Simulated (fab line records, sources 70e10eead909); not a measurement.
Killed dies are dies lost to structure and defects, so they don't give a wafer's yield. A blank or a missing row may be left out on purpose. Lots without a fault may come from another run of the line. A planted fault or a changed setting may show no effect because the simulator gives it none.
Problem report in the 8D (eight disciplines) form, filled by code | flow nand_harc | the parts of the form that need people (team, actions taken, sign-off) are left out

1. THE PROBLEM
oes_product_au at NHARC_A_STAIRCASE_ETCH_453 reads a mean of 0.955 a.u. on 1 wafer of 1 lot; wafers without a fault read 1.001 a.u. with a standard deviation of 0.011. That is -4.2 standard deviations from the usual mean.
The step: etches the open film in CF4/O2, target depth 30 nm, overetch 3 nm, time 16.5 s.
First seen on wafer L709.1, day 24 23:14, on rie_diel-04. The record holds 35 wafers of 12 lots with a number at this step. Rule for "out", or "out of limits": more than 4 standard deviations from the usual mean. The other wafers with a number count as sound.

2. WHAT IT IS AND WHAT IT IS NOT
question                    | is                | is not
which readings at this step | oes_product_au    | cf4_flow_sccm, drypump_motor_current_A, throttle_valve_pct
which lots                  | L709              | L690, L691, L692, L694, L696, L697, L701, L703, L711, L712, L713
which wafers of those lots  | L709.1            | L709.2
read on which tools         | rie_diel-04       | rie_diel-02, rie_diel-06
when                        | from day 24 23:14 | up to then (25 sound wafers); but 9 sound wafers of L711, L712, L713 came after

3. SUSPECTS, AND WHAT RULES EACH OUT
Counting: a tool at a process step up to the reading stays a suspect if it ran every lot that is out. Sound lots after the first of them don't rule it out here, since some wafers of a struck lot are sound.
- rie_diel-04 at NHARC_A_STAIRCASE_ETCH_453 (etches the open film in CF4/O2, target depth 30 nm, overetch 3 nm, time 16.5 s): kept. It ran the lot that is out, L709 (day 24 23:14); its last sound lot up to then is L701 (day 21 14:46). Its own readings are out on those wafers: oes_product_au.
- Within rie_diel-04 at NHARC_A_STAIRCASE_ETCH_453: the wafers that are out ran in chamber 3; their sound lot-mates ran in chamber 0.
Left after counting: rie_diel-04 at NHARC_A_STAIRCASE_ETCH_453.

4. THE CAUSE (what the simulator had put in)
Process parameter drift: rie_diel-04, from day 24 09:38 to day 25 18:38, at NHARC_A_STAIRCASE_ETCH_453. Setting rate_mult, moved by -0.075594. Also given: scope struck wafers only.
Counting left only this tool.

5. THE CHAIN OF EFFECTS, in route order
Each row: a reading whose mean over the struck wafers that have a number lies more than 3 standard deviations from the usual. Only readings for which the record gives a usual standard deviation are gone through. hours: the time from each lot's start at the first step in this table that gives one to its start at this step, as a median over the lots. sigmas: the change in usual standard deviations.
hours | step                       | reading        | usual      | on struck wafers | change | sigmas
0     | NHARC_A_STAIRCASE_ETCH_453 | oes_product_au | 1.001 a.u. | 0.955            | -0.046 | -4.2
The process steps in it:
- NHARC_A_STAIRCASE_ETCH_453: etches the open film in CF4/O2, target depth 30 nm, overetch 3 nm, time 16.5 s.

6. WHAT WOULD HAVE CAUGHT IT SOONER
In this record the first reading out of limits was taken at day 24 23:14, 14 hours after the fault began at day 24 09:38.
